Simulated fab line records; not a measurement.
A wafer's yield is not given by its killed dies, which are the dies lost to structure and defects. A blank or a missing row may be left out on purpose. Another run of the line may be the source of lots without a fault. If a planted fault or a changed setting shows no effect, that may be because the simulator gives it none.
Struck lot and sound lot, side by side || flow nand harc || 12 out of 1302 route steps
Sound: the wafers L481.2, L481.4, L481.6. Struck: wafer L498.5 (L498.4, L498.6, from the same lot, were not struck and are left out); the cause is given at the end.
Per side, at each step with rows, come the tool, then ch with its chambers, and then its first start. Under that, the readings that differ: sound wafers || struck wafers || difference of the means || sigmas: that difference in standard deviations of wafers without a fault.
alike: a reading whose means differ by less than 2 such deviations, as well as words and numbers matching on both sides. not compared: withheld readings; readings where some wafer has no value; bounds like >300 that might hide an equal value; numbers whose values overlap and for which the record gives no deviation.
Wherever a step has rows on one side only, a row that says differs or no value, or a row with sigmas, the two part there. When numbers do not overlap yet have no deviation, they are printed without sigmas and do not part them. A reading that every wafer of one side lacks parts them only if that side has two wafers or more.

NHARC_A_WL_FILL_INSPECT_15:
  sound on defect inspect-02, day 22 17:33; struck on defect inspect-01, day 29 14:02
{"reading": "raw defect count", "sound": "493 387 397", "struck": 826, "difference": "+400", "sigmas": "+3"}
NHARC_A_CONTACT_DEP_24: deposits SiO2, target thk 500 nm.
  sound on pecvd-04 ch 1,2, day 22 17:37; struck on pecvd-04 ch 1, day 29 14:17
{"reading": "heater power w (W)", "sound": "545 378 547", "struck": 320, "difference": -170, "sigmas": -2}
  alike: flow sccm, rf fwd power W, throttle valve pct
  not compared: since wet clean h
NHARC_A_CONTACT_DEP_28: deposits aC, target thk 7000 nm.
  sound on acl dep-01 ch 0, day 22 18:55; struck on acl dep-02 ch 0, day 29 19:53
  alike: throttle valve pct
NHARC_A_CONTACT_DEP_29: deposits SiON, target thk 100 nm.
  sound on pecvd-01 ch 0,1,2, day 22 22:30; struck on pecvd-01 ch 1, day 29 22:07
  alike: heater power w, rf fwd power W
  not compared: since wet clean h
then, 5 steps without rows for these wafers: NHARC_A_CONTACT_DEHYDRATE_32 (time 120 s); NHARC_A_CONTACT_HMDS_33 (time 30 s); NHARC_A_CONTACT_COAT_34 (time 75 s); NHARC_A_CONTACT_COAT_35 (time 65 s); NHARC_A_CONTACT_COAT_36 (resist thk 90 nm).
NHARC_A_CONTACT_SOFTBAKE_37: time 55 s.
  sound on litho track-01 ch 0, day 22 22:00; struck on litho track-04 ch 0, day 29 22:00
{"reading": "heater power total W (W)", "sound": "188.44 188.55 188.40", "struck": 194.38, "difference": "+5.92", "sigmas": "+42"}
  alike: chill plate temp C, resist line temp C
next, for these wafers, 1 step has no rows: NHARC_A_CONTACT_EBR_38.
-- jump in the record: it breaks off in module A_CONTACT and resumes in module END (first step shown: number 1302 of the route), and 3 days separate the struck wafers' starts before and after --
NHARC_END_SORT_01:
  sound on prober-01 ch 0, day 26 10:25; struck on prober-02 ch 0, day 32 22:37
  alike: killed at array, killed at other, killed at periphery, killed dies, killed open, killed short

## WHERE THEY PART
Last at NHARC_A_CONTACT_SOFTBAKE_37 as far as this record goes, first at NHARC_A_WL_FILL_INSPECT_15. Later steps at which nothing parts them and some readings are alike: NHARC_END_SORT_01.

WHY: the cause the simulator had injected
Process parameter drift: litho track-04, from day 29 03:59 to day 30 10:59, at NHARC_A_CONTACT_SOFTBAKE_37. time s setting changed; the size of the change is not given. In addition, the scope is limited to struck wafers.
